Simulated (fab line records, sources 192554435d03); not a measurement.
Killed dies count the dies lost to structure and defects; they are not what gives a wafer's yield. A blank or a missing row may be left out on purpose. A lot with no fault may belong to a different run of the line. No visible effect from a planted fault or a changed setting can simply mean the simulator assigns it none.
Comparing a struck lot with a sound one    flow n5_finfet    15 out of 1938 route steps
Sound: wafers L506.2, L506.4, L506.5. Struck: wafers L522.1, L522.3. (L522.6 of the same lot was not struck and is left out.) The cause comes at the end.
For every step that has rows: the tool of each side, followed by ch and its chambers, followed by its first start. Under that, the readings that differ: sound wafers    struck wafers    difference of the means    sigmas: that difference in standard deviations of wafers without a fault.
alike: same words and numbers on both sides, and readings whose means sit less than 2 such deviations apart. not compared: any withheld reading, any reading some wafer has no value for, any bound like >300 that may hide the same value, and any number with overlapping values for which the record gives no deviation.
A row with sigmas, a row that says differs or no value, or rows on one side alone: a step with any of these is where the two part. Numbers that have no deviation but don't overlap get no sigmas and don't part them. A reading that every wafer of one side lacks parts them only if that side has two wafers or more.

first, 8 steps without rows for these wafers: N5_MIM_TOP_LITHO_HMDS_01 (time 60 s); N5_MIM_TOP_LITHO_COAT_02; N5_MIM_TOP_LITHO_EBR_04; N5_MIM_TOP_LITHO_SOFTBAKE_03 (time 90 s); N5_MIM_TOP_LITHO_EXPOSE_05 (exposes mask MIM TOP, target cd 2000 nm); N5_MIM_TOP_LITHO_PEB_06; N5_MIM_TOP_LITHO_DEVELOP_07 (develop time 60 s); N5_MIM_TOP_LITHO_HARDBAKE_09 (time 120 s).
N5_MIM_TOP_LITHO_CD_MEAS_08: target cd 2000 nm.
  sound on cd_sem-03 ch 0, day 12 13:33; struck on cd_sem-02 ch 0, day 16 08:36
  alike: cd_nm
N5_MIM_TOP_LITHO_OVL_MEAS_11:
  sound on overlay-02 ch 0, day 12 13:35; struck on overlay-01 ch 0, day 16 08:38
  alike: MIM_TOP_OVL
N5_MIM_TOP_LITHO_INSPECT_12: inspects for defects (macro).
  sound: defect_inspect-02 at day 12 13:36; struck: defect_inspect-02 at day 16 08:39
  alike: raw_defect_count
N5_MIM_TOP_LITHO_DESCUM_10: chemistry O2, time 7.9 s.
  sound on rie_diel-04 ch 1,2,3, day 12 13:38; struck on rie_diel-05 ch 1,3, day 16 08:41
  alike: drypump_motor_current_A, oes_product_au, rf_vpp_V, showerhead_plenum_p_Torr, throttle_valve_pct
  not compared: rf_hours_counter_h
N5_MIM_TOP_ETCH_ETCH_00: etches TiN in Cl2/BCl3, target depth 38.5 nm.
  sound on rie_metal-01 ch 0, day 12 13:46; struck on rie_metal-02 ch 1, day 16 08:46
reading                      sound              struck       difference  sigmas
bias_w (W)                   126.3 126.0 126.1  119.7 120.2  -6.2        -19
drypump_motor_current_A (A)  5.4 5.4 5.4        6.6 6.6      +1.2        +2
  alike: oes_product_au, throttle_valve_pct
  not compared: rf_hours_counter_h
N5_MIM_TOP_ETCH_STRIP_01: strips in O2.
  sound on rie_diel-01 ch 0,1,3, day 12 13:59; struck on rie_diel-06 ch 2,3, day 16 09:09
  alike: drypump_motor_current_A, oes_product_au, rf_vpp_V, showerhead_plenum_p_Torr, throttle_valve_pct
  not compared: rf_hours_counter_h
N5_PASSIVATION_PROBE_49:
  record: rows for the struck wafers here (prober-01, day 16 18:13), none for the sound ones

== WHERE THEY PART ==
Earliest at N5_MIM_TOP_ETCH_ETCH_00; latest, in this record, at N5_PASSIVATION_PROBE_49.

WHY: the cause the simulator had injected
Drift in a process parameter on rie_metal-02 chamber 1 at N5_MIM_TOP_ETCH_ETCH_00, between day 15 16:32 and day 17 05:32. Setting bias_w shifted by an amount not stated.
